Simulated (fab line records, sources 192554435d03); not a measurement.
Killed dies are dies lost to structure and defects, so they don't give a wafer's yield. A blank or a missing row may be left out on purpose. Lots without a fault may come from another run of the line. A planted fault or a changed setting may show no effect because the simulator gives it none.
fab line records | flow n5_finfet | part 2 of 2: steps 17 to 27 of 27
record lots=5 wafers=15 last_day=19
route steps=1938 shown BEOL_M9@1436
lots that met no fault: from a run of the same line without faults
start_h: hours from the record's first day to the start of the lot's first wafer shown | wait_h: hours since the lot's step before | " the same as in the row above | L1.1+2: a row that stands for several wafers | - no value, or no start given | * or withheld: withheld | < > ~ a bound
route shown NAME@n: a module of which the file shows steps, and the number in the route of the first | usual: mean/standard deviation of fault-free wafers | same: alike in all rows | chamber/n: place in a boat | sites: the reading at each site | _std_site: their standard deviation | _edge_site: outer sites' mean less inner sites' | radius_mm: how far each site lies from the wafer's centre | mask NAME#n: copy n | behind: the tool/chamber that last shaped the wafer | hold: why the lot was held/for how many hours/how that ended | device: the transistor (n, p or np) that didn't switch | end of line: the same wafers' tests at the end of the route | a step without rows: its recipe alone | killed: dies lost to structure and defects at the first sort, not the wafer's yield | map: a wafer's dies, x killed, . not, _ none there
set.NAME: the setting as run; set.NAME@STEP: as run at that earlier step | model.NAME: the simulator's own value behind a step, which no gauge read
lots at some steps of the route; a table a step, a row a wafer
services: from which hour (start_h, from the record's first day; less than 0 if before it) a tool's chamber was out of use, for how many hours, and why
## steps
# step N5_BEOL_M9_PRECLEAN_42
# recipe chemistry=residue_remover time_s=60 temp_c=40
# usual temp_c=40.01/0.11
# columns lot.wafer tool chamber start_h wait_h temp_c
L074.2 wet_bench-05 4 209.60 0.0 40.09
L074.3 " 3 " " 39.92
L074.5 " 6 " " 40.02
L079.2 wet_bench-05 6 232.09 0.0 40.01
L079.3 " 4 " " 40.23
L079.5 " 3 " " 40.06
L084.2 wet_bench-02 0 285.18 0.0 39.95
L084.4 " 2 " " 40.12
L084.6 " 1 " " 40.00
L094.1 wet_bench-02 1 351.79 0.0 39.97
L094.2 " 0 " " 40.22
L094.3 " 7 " " 39.89
L096.2 wet_bench-02 5 390.37 0.0 40.06
L096.5 " 1 " " 40.19
L096.6 " 6 " " 40.09
# step N5_BEOL_M9_SRD_43
# recipe time_s=30 temp_c=23 rinse_liquid=diw dry=ipa_marangoni
# usual temp_c=23.00/0.1
# columns lot.wafer tool chamber start_h wait_h temp_c
L074.2 wet_bench-05 4 209.61 0.0 23.08
L074.3 " 3 " " 22.80
L074.5 " 6 " " 22.88
L079.2 wet_bench-05 6 232.11 0.0 23.02
L079.3 " 4 " " 23.03
L079.5 " 3 " " 23.08
L084.2 wet_bench-02 0 285.20 0.0 23.07
L084.4 " 2 " " 23.04
L084.6 " 1 " " 22.96
L094.1 wet_bench-02 1 351.80 0.0 22.91
L094.2 " 0 " " 23.03
L094.3 " 7 " " 23.08
L096.2 wet_bench-02 5 390.39 0.0 22.94
L096.5 " 1 " " 22.99
L096.6 " 6 " " 22.95
# step N5_BEOL_M9_CD_MEAS_35
# recipe target_cd_nm=70 target_cd_y_nm=40 polarity=opening
# usual cd_nm=70.0/0.68
# columns lot.wafer tool chamber start_h wait_h cd_nm
L074.2 cd_sem-02 - 209.66 0.0 70.6
L074.3 " - " " 70.5
L074.5 " - " " 71.2
L079.2 cd_sem-03 - 232.15 0.0 70.0
L079.3 " - " " 71.2
L079.5 " - " " 70.5
L084.2 cd_sem-03 - 285.24 0.0 70.3
L084.4 " - " " 70.0
L084.6 " - " " 70.3
L094.1 cd_sem-03 - 351.84 0.0 69.5
L094.2 " - " " 69.7
L094.3 " - " " 69.4
L096.2 cd_sem-02 - 390.43 0.0 69.4
L096.5 " - " " 70.1
L096.6 " - " " 70.7
# step N5_BEOL_M9_CURE_72
# recipe temp_c=370 time_s=120 ambient=DMADMS/He material=SiCOH_lowk
# usual lamp_power_pct=52.31/0.057 wafer_temp_C_max=372.0/0.69
# columns lot.wafer tool chamber start_h wait_h lamp_power_pct wafer_temp_C_max
L074.2 uv_cure-01 0 209.75 0.1 52.23 372.2
L074.3 " 0 " " 52.32 371.6
L074.5 " 0 " " 52.30 371.6
L079.2 uv_cure-02 0 232.24 0.1 52.23 371.7
L079.3 " 0 " " 52.36 371.9
L079.5 " 0 " " 52.39 371.7
L084.2 uv_cure-03 2 285.33 0.1 52.32 373.4
L084.4 " 2 " " 52.35 372.6
L084.6 " 2 " " 52.35 374.1
L094.1 uv_cure-03 1 351.88 0.0 52.29 371.9
L094.2 " 1 " " 52.31 371.8
L094.3 " 1 " " 52.36 371.9
L096.2 uv_cure-03 2 390.52 0.1 52.30 371.6
L096.5 " 2 " " 52.18 371.9
L096.6 " 2 " " 52.32 372.4
# step N5_BEOL_M9_DEGAS_44
# recipe ambient=vacuum temp_c=250 time_s=60
# usual heater_power_w=322/23
# columns lot.wafer tool chamber start_h wait_h heater_power_w
L074.2 pvd_sputter-01 - 210.16 0.4 329
L074.3 " - " " 355
L074.5 " - " " 297
L079.2 pvd_sputter-03 - 232.61 0.3 267
L079.3 " - " " 340
L079.5 " - " " 267
L084.2 pvd_sputter-01 - 286.00 0.6 307
L084.4 " - " " 306
L084.6 " - " " 300
L094.1 pvd_sputter-02 - 353.41 1.5 309
L094.2 " - " " 338
L094.3 " - " " 334
L096.2 pvd_sputter-03 - 392.88 2.3 333
L096.5 " - " " 323
L096.6 " - " " 360
# step N5_BEOL_M9_PRE_CLEAN_45
# recipe gas=H2/He time_s=30 temp_c=250
# usual heater_power_w=323/25
# columns lot.wafer tool chamber start_h wait_h heater_power_w
L074.2 pvd_sputter-01 - 210.20 0.0 321
L074.3 " - " " 357
L074.5 " - " " 296
L079.2 pvd_sputter-03 - 232.65 0.0 270
L079.3 " - " " 341
L079.5 " - " " 266
L084.2 pvd_sputter-01 - 286.04 0.0 301
L084.4 " - " " 309
L084.6 " - " " 300
L094.1 pvd_sputter-02 - 353.45 0.0 302
L094.2 " - " " 336
L094.3 " - " " 342
L096.2 pvd_sputter-03 - 392.92 0.0 324
L096.5 " - " " 329
L096.6 " - " " 351
# step N5_BEOL_M9_ALD_74
# recipe material=TaN target_thk_a=20 temp_c=275 ald_precursor_family=PDMAT ald_co_reactant=NH3 pressure_torr=3 carrier_flow_sccm=1500 pulse_time_s=2 purge_time_s=3 co_reactant_purge_time_s=2 co_reactant_pulse_time_s=3 ald_cycles=40 precursor_vessel_temp_c=75 precursor_vessel_pressure_torr=26.25 precursor_vessel_carrier_sccm=1000
# usual heater_power_w=423/35
# columns lot.wafer tool chamber start_h wait_h heater_power_w
L074.2 ald_metal-04 2 210.30 0.1 451
L074.3 " 0 " " 472
L074.5 " 3 " " 359
L079.2 ald_metal-03 2 232.71 0.0 438
L079.3 " 0 " " 392
L079.5 " 1 " " 449
L084.2 ald_metal-01 1 286.11 0.0 410
L084.4 " 2 " " 398
L084.6 " 2 " " 414
L094.1 ald_metal-03 1 353.51 0.0 449
L094.2 " 0 " " 384
L094.3 " 2 " " 439
L096.2 ald_metal-03 2 392.98 0.0 433
L096.5 " 2 " " 439
L096.6 " 1 " " 460
# step N5_BEOL_M9_SURFACE_TREAT_79
# recipe gas=Ar time_s=* ion_energy_ev=* ion_current_ma_cm2=0.5 pressure_mtorr=* ar_flow_sccm=30
# usual throttle_valve_pct=*
# columns lot.wafer tool chamber start_h wait_h throttle_valve_pct
L074.2 pvd_sputter-01 - 210.64 0.2 *
L074.3 " - " " *
L074.5 " - " " *
L079.2 pvd_sputter-01 - 233.10 0.3 *
L079.3 " - " " *
L079.5 " - " " *
L084.2 pvd_sputter-01 - 286.52 0.3 *
L084.4 " - " " *
L084.6 " - " " *
L094.1 pvd_sputter-02 - 353.81 0.2 *
L094.2 " - " " *
L094.3 " - " " *
L096.2 pvd_sputter-03 - 393.32 0.2 *
L096.5 " - " " *
L096.6 " - " " *
# step N5_BEOL_M9_CVD_78
# recipe material=Co target_thk_a=20 temp_c=withheld precursor=CCTBA/H2 pressure_torr=30 time_s=138.9
# columns lot.wafer tool chamber start_h wait_h
L074.2+3+5 cvd_co-01 2,2,0 210.70 0.0
L079.2+3+5 cvd_co-02 0,2,1 233.17 0.1
L084.2+4+6 cvd_co-01 1,2,2 286.81 0.3
L094.1+2+3 cvd_co-02 2,0,2 353.87 0.0
L096.2+5+6 cvd_co-02 2,2,0 393.48 0.1
# step N5_BEOL_M9_SPUTTER_48
# recipe material=Cu target_thk_a=120 temp_c=-20 bias_v=60 power_w=26000 chamber_pressure_pa=0.13 time_s=2
# usual throttle_valve_pct=29.2/1.3
# columns lot.wafer tool chamber start_h wait_h throttle_valve_pct
L074.2 pvd_sputter-02 - 211.09 0.3 31.5
L074.3 " - " " 29.9
L074.5 " - " " 29.8
L079.2 pvd_sputter-01 - 233.30 0.1 29.5
L079.3 " - " " 28.4
L079.5 " - " " 29.0
L084.2 pvd_sputter-01 - 287.08 0.2 29.3
L084.4 " - " " 31.6
L084.6 " - " " 28.4
L094.1 pvd_sputter-03 - 354.09 0.2 30.9
L094.2 " - " " 27.7
L094.3 " - " " 28.4
L096.2 pvd_sputter-01 - 393.64 0.1 28.4
L096.5 " - " " 29.0
L096.6 " - " " 29.7
# step N5_BEOL_M9_ECD_50
# recipe material=Cu target_thk_a=3180
# columns lot.wafer tool chamber start_h wait_h
L074.2+3+5 ecd_cu-01 1,0,1 211.21 0.1
L079.2+3+5 ecd_cu-02 1,1,0 233.41 0.1
L084.2+4+6 ecd_cu-02 0 287.20 0.1
L094.1+2+3 ecd_cu-02 0,1,1 354.20 0.1
L096.2+5+6 ecd_cu-01 0,0,1 393.76 0.1
## services
# columns tool chamber start_h hours kind
wet_bench-05 - 186.83 1.9 pm
cvd_co-01 1 209.51 7.7 repair
rie_diel-05 1 213.02 4.7 repair
rie_diel-04 1 214.95 6.7 repair
rie_diel-04 1 222.61 13.5 repair
cvd_co-01 - 228.38 6.9 pm
rie_diel-05 1 230.47 5.5 repair
rie_diel-02 1 230.65 2.4 repair
cvd_co-01 - 253.77 3.2 repair
ecd_cu-01 - 257.24 0.3 repair
cvd_co-02 - 259.45 4.3 pm
rie_diel-05 3 263.47 13.5 repair
uv_cure-03 - 272.78 7.5 pm
cvd_co-01 0 275.61 34.9 repair
uv_cure-03 - 284.29 0.6 repair
rie_diel-02 3 294.20 9.6 repair
pvd_sputter-02 - 302.85 7.1 repair
ecd_cu-02 - 304.28 1.0 repair
pvd_sputter-01 - 320.59 12.8 repair
rie_diel-04 3 330.35 22.4 repair
ecd_cu-02 - 347.35 2.2 repair
uv_cure-03 - 374.45 5.2 repair
rie_diel-02 0 375.55 2.3 repair
rie_diel-05 2 392.86 3.8 repair
